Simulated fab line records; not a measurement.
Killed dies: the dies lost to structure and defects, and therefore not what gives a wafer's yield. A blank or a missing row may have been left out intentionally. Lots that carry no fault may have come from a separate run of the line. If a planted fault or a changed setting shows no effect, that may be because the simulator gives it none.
fab line records	flow nand_harc
[record] lots = 6	wafers = 16	last_day = 31
route steps=1302 shown A_M0@1148 END@1302
lots with no fault: from the same line, run without faults
start_h: hours from the record's first day to the start of the lot's first wafer shown	wait_h: time in hours since the lot's previous step	" repeats the value in the row above	L1.1+2: a row that stands for several wafers	- no value, or no start was given	* or withheld: withheld	< > ~ a bound
route shown NAME@n: NAME is a module with steps in the file, n the number in the route of the first one	usual: mean/standard deviation of fault-free wafers	same: alike in all rows	chamber/n: place in a boat	sites: each site's reading	_std_site: standard deviation of those values	_edge_site: outer sites' mean less inner sites'	radius_mm: for every site, how far away it sits from the centre of the wafer	mask NAME#n: copy n	behind: the last tool/chamber to shape the wafer	hold: why the lot was held/for how many hours/how that ended	device: the transistor (n, p or np) that didn't switch	end of line: the tests these same wafers got at the end of their route	a step without rows: its recipe alone	killed: dies lost to structure and defects at the first sort, not the wafer's yield	map: a wafer's dies, x killed, . not, _ none there
set.NAME: the setting the step ran with; set.NAME@STEP: the setting that earlier step ran with	model.NAME: the simulator's own value behind a step, which no gauge read
lots at selected steps of the route; one table per step, one row per wafer
services: the hour from which a tool's chamber was out of use, counted from the record's first day as start_h (under 0 if before that day), plus the number of hours and why
[[steps]]
[step NHARC_A_M0_OVL_MEAS_10]
[recipe] pitch_nm = 160
[usual] overlay_x_nm = 0.0/0.89	overlay_y_nm = -0.1/0.65
lot.wafer	tool	chamber	start_h	wait_h	overlay_x_nm	overlay_y_nm
L631.1	overlay-02	-	524.04	-	-0.4	0.9
L631.2	"	-	"	"	-0.4	1.3
L631.5	"	-	"	"	-0.6	0.8
L633.2	overlay-02	-	553.38	-	-0.1	-0.4
L633.3	"	-	"	"	-0.2	-0.3
L633.6	"	-	"	"	-0.5	-0.4
L639.5	overlay-02	-	598.34	-	0.5	-0.5
L639.6	"	-	"	"	0.7	-0.7
L640.1	overlay-01	-	613.94	-	0.7	1.0
L640.4	"	-	"	"	1.2	1.0
L643.1	overlay-02	-	661.82	-	0.7	0.2
L643.3	"	-	"	"	0.5	0.3
L643.4	"	-	"	"	0.3	0.7
L646.1	overlay-01	-	699.23	-	0.4	0.0
L646.2	"	-	"	"	0.4	-0.1
L646.5	"	-	"	"	0.0	-0.6
[step NHARC_A_M0_INSPECT_11]
[usual] raw_defect_count = 82/37
lot.wafer	tool	chamber	start_h	wait_h	raw_defect_count
L631.1	defect_inspect-02	-	524.08	0.0	100
L631.2	"	-	"	"	98
L631.5	"	-	"	"	117
L633.2	defect_inspect-02	-	553.42	0.0	69
L633.3	"	-	"	"	82
L633.6	"	-	"	"	69
L639.5	defect_inspect-01	-	598.37	0.0	113
L639.6	"	-	"	"	120
L640.1	defect_inspect-02	-	613.97	0.0	32
L640.4	"	-	"	"	53
L643.1	defect_inspect-02	-	661.85	0.0	104
L643.3	"	-	"	"	121
L643.4	"	-	"	"	122
L646.1	defect_inspect-01	-	699.27	0.0	71
L646.2	"	-	"	"	72
L646.5	"	-	"	"	92
[step NHARC_A_M0_DESCUM_14]
[recipe] time_s = 3	o2_flow_sccm = 200	ar_flow_sccm = 0	bias_power_w = 0	chemistry = O2
[usual] drypump_motor_current_A = 5.9/0.35	mfc_ar_sccm = 0.015/0.013	oes_product_au = 1.001/0.011	rf_vpp_V = 57.8/0.79	showerhead_plenum_p_Torr = 1.92/0.076	throttle_valve_pct = 11.310/0.0089
lot.wafer	tool	chamber	start_h	wait_h	drypump_motor_current_A	mfc_ar_sccm	oes_product_au	rf_hours_counter_h	rf_vpp_V	showerhead_plenum_p_Torr	throttle_valve_pct
L631.2	rie_diel-04	2	524.15	0.1	5.8	0	0.992	6.2	57.5	1.84	11.299
L631.1	"	3	"	"	5.4	0	1.017	7.3	56.0	1.92	11.327
L631.5	"	1	"	"	6.0	0.032	0.983	-	56.7	2.05	11.317
L633.3	rie_diel-04	2	553.48	0.1	5.9	0	1.002	0.1	57.6	1.84	11.313
L633.2	"	3	"	"	5.4	0	0.996	0.1	56.6	1.92	11.312
L633.6	"	3	"	"	5.4	0	0.997	-	57.6	1.92	11.311
L639.5	rie_diel-09	1	598.47	0.1	6.7	0	0.986	-	57.9	1.86	11.309
L639.6	"	2	"	"	5.7	0.024	0.990	-	57.3	1.88	11.305
L640.4	rie_diel-02	0	614.04	0.1	6.2	0.019	0.998	1.2	58.6	1.96	11.321
L640.1	"	3	"	"	6.4	0	1.015	1.2	58.2	2.04	11.318
L643.4	rie_diel-02	1	661.91	0.1	5.8	0.028	1.007	3.1	57.3	1.88	11.305
L643.1	"	3	"	"	6.4	0	1.015	3.8	57.5	2.04	11.314
L643.3	"	0	"	"	6.2	0.019	0.979	3.6	57.9	1.96	11.295
L646.1	rie_diel-02	1	699.33	0.1	5.8	0.028	0.993	5.7	58.4	1.88	11.312
L646.2	"	2	"	"	6.0	0.025	0.999	6.0	56.6	1.83	11.321
L646.5	"	2	"	"	6.0	0.025	1.001	-	57.9	1.83	11.317
[step NHARC_A_M0_ETCH_34]
[recipe] target_depth_a = 400	overetch_a = 120	time_s = 43.94	ion_energy_ev = 200	n2_flow_sccm = 150	h2_flow_sccm = 150	ar_flow_sccm = 0	rf_w = 400	bias_w = 150	chemistry = N2/H2
[step NHARC_A_M0_ETCH_15]
[recipe] target_depth_a = 1500	overetch_a = 150	time_s = 82.5	c4f8_flow_sccm = withheld	ar_flow_sccm = 400	rf_w = 600	bias_w = 300	chemistry = C4F8/Ar
[usual] oes_product_au = 0.950/0.025	rf_vpp_V = 441.6/2.4
lot.wafer	tool	chamber	start_h	wait_h	oes_product_au	rf_hours_counter_h	rf_vpp_V
L631.2	rie_diel-04	1	-	-	0.960	7.2	445.5
L631.1	"	2	"	"	0.951	6.2	438.9
L631.5	"	3	"	"	0.987	-	441.2
L633.2	rie_diel-04	0	-	-	0.974	0.1	442.0
L633.3	"	1	"	"	0.981	0.2	446.1
L633.6	"	3	"	"	0.957	-	439.3
L639.5	rie_diel-09	1	-	-	0.964	-	438.8
L639.6	"	2	"	"	0.946	-	440.5
L640.4	rie_diel-02	0	-	-	0.941	1.2	442.1
L640.1	"	2	"	"	0.969	1.1	439.5
L643.4	rie_diel-02	0	-	-	0.954	3.7	442.6
L643.3	"	2	"	"	0.973	3.3	440.0
L643.1	"	3	"	"	0.993	3.9	445.1
L646.1	rie_diel-02	0	-	-	0.899	6.2	442.6
L646.2	"	2	"	"	0.929	6.1	438.6
L646.5	"	0	"	"	0.899	-	441.9
[step NHARC_A_M0_CD_MEAS_16]
[usual] cd_nm = 79.8/1
lot.wafer	tool	chamber	start_h	wait_h	cd_nm
L631.1	cd_sem-01	-	524.44	-	80.0
L631.2	"	-	"	"	80.7
L631.5	"	-	"	"	80.3
L633.2	cd_sem-02	-	553.78	-	80.3
L633.3	"	-	"	"	79.7
L633.6	"	-	"	"	79.5
L639.5	cd_sem-02	-	598.74	-	80.6
L639.6	"	-	"	"	79.6
L640.1	cd_sem-02	-	614.34	-	78.6
L640.4	"	-	"	"	80.4
L643.1	cd_sem-03	-	662.21	-	79.7
L643.3	"	-	"	"	80.5
L643.4	"	-	"	"	79.1
L646.1	cd_sem-01	-	699.63	-	80.5
L646.2	"	-	"	"	79.9
L646.5	"	-	"	"	80.8
[step NHARC_A_M0_STRIP_18]
[recipe] power_w = 1000	n2_flow_sccm = 150	h2_flow_sccm = 150	ar_flow_sccm = 0	bias_w = 0	chemistry = N2/H2
[usual] drypump_motor_current_A = 5.95/0.3	h2_flow_sccm = 150.0/0.41	mfc_ar_sccm = 0.017/0.012	n2_flow_sccm = 150.0/0.44	oes_product_au = 1.001/0.0096	rf_vpp_V = 90.8/1.1	showerhead_plenum_p_Torr = 2.06/0.083	throttle_valve_pct = 14.171/0.0085
lot.wafer	tool	chamber	start_h	wait_h	drypump_motor_current_A	h2_flow_sccm	mfc_ar_sccm	n2_flow_sccm	oes_product_au	rf_hours_counter_h	rf_vpp_V	showerhead_plenum_p_Torr	throttle_valve_pct
L631.1	rie_diel-09	1	524.57	0.1	6.64	150.4	0	150.0	0.981	1	89.9	1.98	14.181
L631.2	"	2	"	"	5.76	149.8	0.024	150.0	1.002	1	89.1	2.00	14.170
L631.5	"	0	"	"	5.73	149.9	0.033	149.7	0.981	-	91.6	2.16	14.170
L633.3	rie_diel-02	2	553.86	0.1	6.01	150.3	0.025	150.7	1.008	8	89.9	1.95	14.166
L633.2	"	0	"	"	6.15	150.1	0.019	150.5	0.994	9	88.7	2.09	14.169
L633.6	"	3	"	"	6.37	150.1	0	150.6	1.001	-	92.5	2.18	14.166
L639.6	rie_diel-02	0	598.91	0.2	6.16	149.3	0.019	150.1	1.005	-	89.7	2.09	14.179
L639.5	"	1	"	"	5.84	150.5	0.028	150.1	1.007	-	91.0	2.00	14.167
L640.1	rie_diel-02	1	614.41	0.1	5.90	150.2	0.028	150.1	1.002	1	89.8	2.00	14.168
L640.4	"	2	"	"	6.01	149.8	0.025	149.4	1.002	1	88.4	1.95	14.164
L643.4	rie_diel-04	0	662.29	0.1	5.44	149.5	0.016	149.0	1.006	5	91.0	2.03	14.172
L643.3	"	1	"	"	6.04	149.7	0.032	149.9	1.009	6	92.7	2.19	14.163
L643.1	"	2	"	"	5.84	150.2	0	150.0	1.014	7	90.0	1.96	14.177
L646.2	rie_diel-09	1	699.75	0.1	6.64	150.1	0	150.2	0.996	1	90.2	1.98	14.171
L646.1	"	2	"	"	5.76	149.5	0.024	149.6	1.012	1	89.4	2.00	14.180
L646.5	"	3	"	"	6.00	149.6	0.003	149.8	1.014	-	90.2	2.13	14.188
[step NHARC_A_M0_STRIP_19]
[recipe] time_s = 600	temp_c = 30	chemistry = post_etch_residue_remover
[step NHARC_A_M0_DEGAS_28]
[recipe] temp_c = 250	time_s = 60
[usual] heater_power_w = 333/43
lot.wafer	tool	chamber	start_h	wait_h	heater_power_w
L631.1	pvd_sputter-03	-	525.08	-	330
L631.2	"	-	"	"	377
L631.5	"	-	"	"	379
L633.3	pvd_sputter-03	-	554.40	-	387
L633.2	"	-	"	"	378
L633.6	"	-	"	"	338
L639.6	pvd_sputter-03	-	599.38	-	378
L639.5	"	-	"	"	331
L640.1	pvd_sputter-02	-	614.96	-	335
L640.4	"	-	"	"	363
L643.1	pvd_sputter-01	-	662.84	-	279
L643.3	"	-	"	"	293
L643.4	"	-	"	"	285
L646.1	pvd_sputter-02	-	700.25	-	265
L646.2	"	-	"	"	337
L646.5	"	-	"	"	376
[step NHARC_A_M0_PRE_CLEAN_29]
[recipe] time_s = 30	temp_c = 280	gas = H2/He
[step NHARC_A_M0_PVD_20]
[recipe] target_thk_a = 50	bias_v = 168.6	power_w = 15000	chamber_pressure_pa = 0.12	time_s = 8.06	substrate_temp_c = 50	material = TaN
[usual] bias_v = 168.7/1.7	throttle_valve_pct = 29.9/0.65
lot.wafer	tool	chamber	start_h	wait_h	bias_v	throttle_valve_pct
L631.2	pvd_sputter-03	-	-	-	169.6	29.7
L631.1	"	-	"	"	167.0	29.7
L631.5	"	-	"	"	166.2	31.1
L633.3	pvd_sputter-03	-	-	-	169.4	30.5
L633.2	"	-	"	"	170.5	29.7
L633.6	"	-	"	"	169.0	30.4
L639.6	pvd_sputter-03	-	-	-	168.3	29.4
L639.5	"	-	"	"	166.3	30.3
L640.1	pvd_sputter-02	-	-	-	169.1	29.2
L640.4	"	-	"	"	169.6	30.1
L643.1	pvd_sputter-01	-	-	-	167.5	30.5
L643.3	"	-	"	"	169.7	30.5
L643.4	"	-	"	"	166.7	31.5
L646.1	pvd_sputter-02	-	-	-	168.4	28.9
L646.2	"	-	"	"	166.7	29.5
L646.5	"	-	"	"	167.3	28.8
[step NHARC_A_M0_PVD_21]
[recipe] target_thk_a = 300	chamber_pressure_pa = 5	power_w = 5000	substrate_temp_c = 30	time_s = 20.49	material = Cu
[step NHARC_A_M0_ECD_22]
[recipe] target_thk_a = 4000	bath_temp_c = 25	material = Cu
lot.wafer	tool	chamber	start_h	wait_h
L631.1+2+5	ecd_cu-01	1,0,0	525.44	-
L633.2+3+6	ecd_cu-01	0	554.76	-
L639.5+6	ecd_cu-01	0,1	599.91	-
L640.1+4	ecd_cu-01	1,0	615.31	-
L643.1+4+3	ecd_cu-02	0,0,1	663.22	-
L646.1+2+5	ecd_cu-01	1,0,1	700.63	-
[step NHARC_A_M0_ANNEAL_30]
[recipe] temp_c = 225	time_s = 90
[step NHARC_A_M0_CMP_23]
[recipe] t_overpolish_s = 20	target_thk_nm = 113.75
[usual] edge_zone_pressure_frac = 1.000/0.0052	motor_current_A = 12.6/1.6	time_to_endpoint_s = 29.6/2.1
lot.wafer	tool	chamber	start_h	wait_h	edge_zone_pressure_frac	motor_current_A	time_to_endpoint_s
L631.2	cmp-04	2	526.16	-	0.999	13.1	25.2
L631.1	"	1	"	"	0.991	12.7	32.4
L631.5	"	3	"	"	1.002	9.9	28.8
L633.2	cmp-02	3	555.48	-	1.002	10.9	27.4
L633.3	"	2	"	"	1.004	14.6	28.0
L633.6	"	0	"	"	1.007	14.4	29.1
L639.5	cmp-01	2	600.54	-	0.999	14.4	13.1
L639.6	"	3	"	"	0.991	11.8	28.5
L640.1	cmp-04	0	616.02	-	1.006	12.7	26.7
L640.4	"	3	"	"	1.004	9.5	13.0
L643.1	cmp-04	1	663.94	-	0.993	12.1	31.6
L643.4	"	2	"	"	0.998	12.8	27.8
L643.3	"	3	"	"	0.999	10.3	28.3
L646.1	cmp-01	0	701.41	-	0.997	11.2	29.9
L646.2	"	2	"	"	0.996	13.7	31.6
L646.5	"	1	"	"	1.011	15.3	32.3
[step NHARC_A_M0_THK_MEAS_24]
[recipe] thk_meas_gauge = xrf
[usual] thk_nm = 113.9/1.3
lot.wafer	tool	chamber	start_h	wait_h	thk_nm
L631.1	film_metro-02	-	526.47	-	112.9
L631.2	"	-	"	"	112.4
L631.5	"	-	"	"	112.8
L633.2	film_metro-01	-	555.79	-	113.2
L633.3	"	-	"	"	113.5
L633.6	"	-	"	"	115.2
L639.5	film_metro-02	-	600.75	-	113.3
L639.6	"	-	"	"	113.2
L640.1	film_metro-02	-	616.34	-	114.7
L640.4	"	-	"	"	112.3
L643.1	film_metro-01	-	664.26	-	112.5
L643.3	"	-	"	"	113.7
L643.4	"	-	"	"	111.9
L646.1	film_metro-01	-	701.72	-	116.4
L646.2	"	-	"	"	117.5
L646.5	"	-	"	"	113.7
[step NHARC_END_SORT_01]
[recipe] temp_c = 25
[usual] defect_limited_yield = 91.0/2.8	killed_at_array = 56/18	killed_at_other = 1.4/1.5	killed_at_periphery = 4/3.1	killed_dies = 61/19	killed_open = 3.5/1.8	killed_short = 2.4/1.4
[same] gross_dies = 677
lot.wafer	tool	chamber	start_h	wait_h	defect_limited_yield[%]	killed_at_array	killed_at_other	killed_at_periphery	killed_dies	killed_open	killed_short
L639.5	prober-01	0	638.95	3.7	85.5	91	0	7	98	4	1
L643.1	prober-01	0	708.75	2.5	88.9	73	0	2	75	4	0
L643.3	prober-01	0	710.33	3.1	87.3	83	1	2	86	3	2
L643.4	prober-01	0	711.13	3.4	87.9	79	0	3	82	4	2
L646.1	prober-01	0	738.57	2.5	92.2	44	1	8	53	0	4
L646.2	prober-01	0	739.37	2.8	92.3	46	4	2	52	1	2
L646.5	prober-01	0	741.78	3.7	92.0	51	1	2	54	4	1
// killed by level:class
L639.5 A_CHANNEL_HOLE_D1:chamber_film_flake=31 A_SLIT:chamber_film_flake=27 A_M0:area_ecd=13 A_CHANNEL_HOLE_D2:chamber_film_flake=12 P_BONDPAD:chamber_film_flake=5 A_M0:geometric_particle:open=2 A_ONON_D2:geometric_particle:open=1 A_WL_FILL:geometric_particle:short=1
L643.1 A_CHANNEL_HOLE_D1:chamber_film_flake=32 A_SLIT:chamber_film_flake=26 A_WL_FILL:chamber_film_flake=4 A_ZERO_WELL:chamber_film_flake=3 A_STAIRCASE:chamber_film_flake=2 A_CHANNEL_HOLE_D1:geometric_particle:open=1 A_ONON_D2:geometric_particle:open=1 A_WL_FILL:geometric_particle:open=1
L643.3 A_SLIT:chamber_film_flake=38 A_CHANNEL_HOLE_D1:chamber_film_flake=37 P_BONDPAD:chamber_film_flake=2 A_WL_FILL:chamber_film_flake=2 A_DECK1_JOINT:geometric_particle:short=1 A_SGD_CUT:geometric_particle:open=1 A_SGD_CUT:geometric_particle:short=1 A_WL_FILL:geometric_particle:open=1
L643.4 A_CHANNEL_HOLE_D1:chamber_film_flake=43 A_SLIT:chamber_film_flake=28 A_ONON_D2:geometric_particle:open=2 P_CONTACT:geometric_particle:short=1 A_SOURCE_PLATE:geometric_particle:open=1 A_CHANNEL_FILL_D2:geometric_particle:short=1 A_M1:geometric_particle:open=1 P_ZERO_WELL:chamber_film_flake=1
L646.1 A_CHANNEL_HOLE_D1:chamber_film_flake=30 A_STAIRCASE:chamber_film_flake=5 P_ZERO_WELL:chamber_film_flake=4 P_GATE:chamber_film_flake=3 A_SLIT:chamber_film_flake=2 A_CONTACT:chamber_film_flake=2 P_CONTACT:geometric_particle:short=1 A_ONON_D2:geometric_particle:short=1
L646.2 A_CHANNEL_HOLE_D1:chamber_film_flake=33 A_SLIT:chamber_film_flake=6 THIN_TSV:chamber_film_flake=4 P_GATE:chamber_film_flake=2 A_CHANNEL_FILL_D1:geometric_particle:open=1 A_ONON_D2:geometric_particle:short=1 A_CHANNEL_FILL_D2:geometric_particle:short=1 A_ZERO_WELL:chamber_film_flake=1
L646.5 A_CHANNEL_HOLE_D1:chamber_film_flake=34 A_SLIT:chamber_film_flake=3 A_CHANNEL_FILL_D2:geometric_particle:open=2 P_ZERO_WELL:chamber_film_flake=2 A_WL_FILL:chamber_film_flake=2 A_STAIRCASE:chamber_film_flake=2 A_CONTACT:chamber_film_flake=2 A_ONON_D1:geometric_particle:short=1
[[services]]
tool	chamber	start_h	hours	kind
cmp-04	-	503.37	4.0	pm
ecd_cu-01	-	512.52	8.0	pm
pvd_sputter-01	-	515.91	2.9	repair
pvd_sputter-03	-	526.00	10.0	pm
rie_diel-04	-	531.90	9.0	pm
rie_diel-09	3	537.15	5.0	repair
cmp-04	-	553.30	1.1	repair
rie_diel-09	0	560.00	4.3	repair
rie_diel-04	3	564.06	14.1	repair
pvd_sputter-02	-	565.36	3.0	repair
rie_diel-02	-	570.70	9.0	pm
ecd_cu-01	-	576.62	0.5	repair
pvd_sputter-01	-	582.47	10.0	pm
pvd_sputter-02	-	591.73	17.8	repair
ecd_cu-01	-	595.79	2.1	repair
cmp-04	-	601.37	4.0	pm
rie_diel-09	1	619.79	44.7	repair
pvd_sputter-02	-	638.00	10.0	pm
rie_diel-09	-	674.74	9.0	pm
rie_diel-02	1	675.58	3.3	repair
rie_diel-02	3	680.60	6.8	repair
ecd_cu-01	-	689.11	8.0	pm
pvd_sputter-02	-	697.04	2.9	repair
cmp-04	-	699.37	4.0	pm
[[key]]
[first_sign] step = NHARC_A_M0_CMP_23	reading = time_to_endpoint_s	direction = down	sigmas = 7.9	usual = *	struck = *
effect none on later readings
met_at NHARC_A_M0_ECD_22
struck_wafers L639.5,L640.4
sort_left_out L640.4
onset_between 554.76 599.91
[fault] kind = process_parameter_drift	tool = ecd_cu-01	chamber = -	onset_h = 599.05	steps = NHARC_A_M0_ECD_22	channel = target_thk_a	offset = *	shape = step	end_h = 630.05	scope = struck_wafers_only	acts_in = *	stated = *
// sort_left_out: the simulated sort isn't trusted on such a fault, so these wafers' sort isn't shown, and their yield isn't known
